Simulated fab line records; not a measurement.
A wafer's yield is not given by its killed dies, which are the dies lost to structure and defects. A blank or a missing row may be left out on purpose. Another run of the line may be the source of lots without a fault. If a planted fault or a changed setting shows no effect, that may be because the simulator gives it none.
Struck lot and sound lot, side by side / flow n5-finfet / 36 steps out of a route of 1938
Sound: wafers L429.4, L429.5, L429.6. Wafers struck: L436.3, L436.4, L436.5. Last of all comes the cause.
At each step with rows: each side's tool, then ch and its chambers, then its first start. Under that, the readings that differ: sound wafers / struck wafers / difference of the means / sigmas: that difference in standard deviations of wafers without a fault.
alike: same words and numbers on both sides, and readings whose means sit less than 2 such deviations apart. not compared: any withheld reading, any reading some wafer has no value for, any bound like >300 that may hide the same value, and any number with overlapping values for which the record gives no deviation.
Wherever a step has rows on one side only, a row that says differs or no value, or a row with sigmas, the two part there. Numbers that have no deviation but don't overlap get no sigmas and don't part them. Lack of a reading on every wafer of one side parts them only where that side has two or more wafers.

first, 10 steps without rows for these wafers: N5_DUMMY_GATE_ETCH_44 (etches poly-Si in HBr/O2, stops on SiO2, target depth 127.5 nm); N5_DUMMY_GATE_ETCH_42 (etches SiO2 in CHF3/O2, target depth 3.5 nm, time 31 s); N5_DUMMY_GATE_STRIP_48 (strips in N2/H2, time 20 s); N5_DUMMY_GATE_PRECLEAN_33 (cleans in dHF, time 10 s); N5_DUMMY_GATE_PRECLEAN_25 (cleans in O3/DIW, time 45 s); N5_DUMMY_GATE_PRECLEAN_51 (cleans in SC2, time 45 s); N5_DUMMY_GATE_SRD_26 (time 30 s); N5_DUMMY_GATE_UV_OZONE_45 (time 120 s); N5_SPACER0_ALD_07 (deposits SiNx, target thk 2 nm); N5_SPACER0_ALD_00 (deposits SiOCN, target thk 3.5 nm, pulse time 3 s, purge time 2 s).
N5_SPACER0_ALD_08: deposits SiNx, target thk 2 nm.
  sound on ald-sin-01 ch 0,1,3, day 5 15:38; struck on ald-sin-01 ch 0,2, day 7 05:20
  alike: heater-power-w
then, 24 steps without rows for these wafers: N5_SD_EPI_N_COAT_32 (time 60 s, resist thk 350 nm); N5_SD_EPI_N_COAT_33 (time 60 s, resist thk 35 nm); N5_SD_EPI_N_COAT_03 (resist thk 150 nm); N5_SD_EPI_N_EBR_05; N5_SD_EPI_N_SOFTBAKE_04 (time 60 s); N5_SD_EPI_N_EXPOSE_06 (exposes mask SD N BLK, target cd 120 nm); N5_SD_EPI_N_PEB_07 (peb time 60 s); N5_SD_EPI_N_DEVELOP_08 (develop time 30 s); N5_SD_EPI_N_DESCUM_14 (chemistry O2, time 7.9 s); N5_SD_EPI_N_ETCH_34 (etches SiARC in CF4, target depth 45.5 nm, time 75.8 s); N5_SD_EPI_N_ETCH_35 (etches SOC in N2/H2, overetch 108 nm, time 486 s); N5_SD_EPI_N_STRIP_36 (strips in N2/H2); N5_SD_EPI_N_ETCHBACK_44 (etches SiNx in CH3F/O2, stops on SiO2, target depth 14.5 nm); N5_SD_EPI_N_ETCH_45 (etches SiOCN in CH3F/O2, target depth 6 nm); N5_SD_EPI_N_ETCH_16 (etches SiO2 in CHF3/O2, target depth 5 nm); N5_SD_EPI_N_STRIP_47 (strips in CHF3/O2); N5_SD_EPI_N_SD_RECESS_17 (chemistry HBr/Cl2/O2, target depth 41 nm, time 23.7 s, bt time 3 s); N5_SD_EPI_N_STRIP_38 (strips in N2/H2); N5_SD_EPI_N_WET_ETCH_43 (etches SiO2 in dHF, time 14 s, target depth 1.5 nm); N5_SD_EPI_N_STRIP_18 (strips in SPM, time 750 s); N5_SD_EPI_N_SRD_20 (time 30 s); N5_SD_EPI_N_PRECLEAN_48 (cleans in NF3:NH3, afs cycles 2, time 20 s, sublimation time 60 s); N5_SD_EPI_N_VAPOR_ETCH_50 (etches Si in HCl, time 54 s); N5_SD_EPI_N_EPI_21 (deposits Si:P, time 690 s).
-- here the record skips 9 days between the struck wafers' starts before and after, leaving off in module SD_EPI_N and picking up in module PASSIVATION (first step shown: number 1936 of the route) --
N5_PASSIVATION_PROBE_49:
  struck on prober-01, day 16 10:08; sound on prober-02, day 14 08:12
reading=defect-limited-yield (%); sound=91.5 90.9 91.6; struck=88.7 88.6 87.0; difference=-3.2; sigmas=-2
reading=killed-at-front-end; sound=40 38 46; struck=78 93 91; difference=+46; sigmas=+4
reading=killed-dies; sound=100 107 99; struck=133 134 153; difference=+38; sigmas=+2
reading=killed-on-rim; sound=14 16 12; struck=47 64 53; difference=+41; sigmas=+11
reading=sort-n-pass; sound=1080 1073 1081; struck=1046 1046 1027; difference=-38; sigmas=-2
reading=sort-yield-pct (%); sound=91.5 90.9 91.6; struck=88.6 88.6 87.0; difference=-3.3; sigmas=-2
  alike: killed_at_M0_to_M3, killed_at_M4_up, killed-at-contacts, killed-at-other, killed-open, killed-short, sort_bin_5_function, sort_bin_6_memory, sort_bin_8_speed

== WHERE THEY PART ==
Only at N5_PASSIVATION_PROBE_49, within this record.

WHY: the cause the simulator had injected
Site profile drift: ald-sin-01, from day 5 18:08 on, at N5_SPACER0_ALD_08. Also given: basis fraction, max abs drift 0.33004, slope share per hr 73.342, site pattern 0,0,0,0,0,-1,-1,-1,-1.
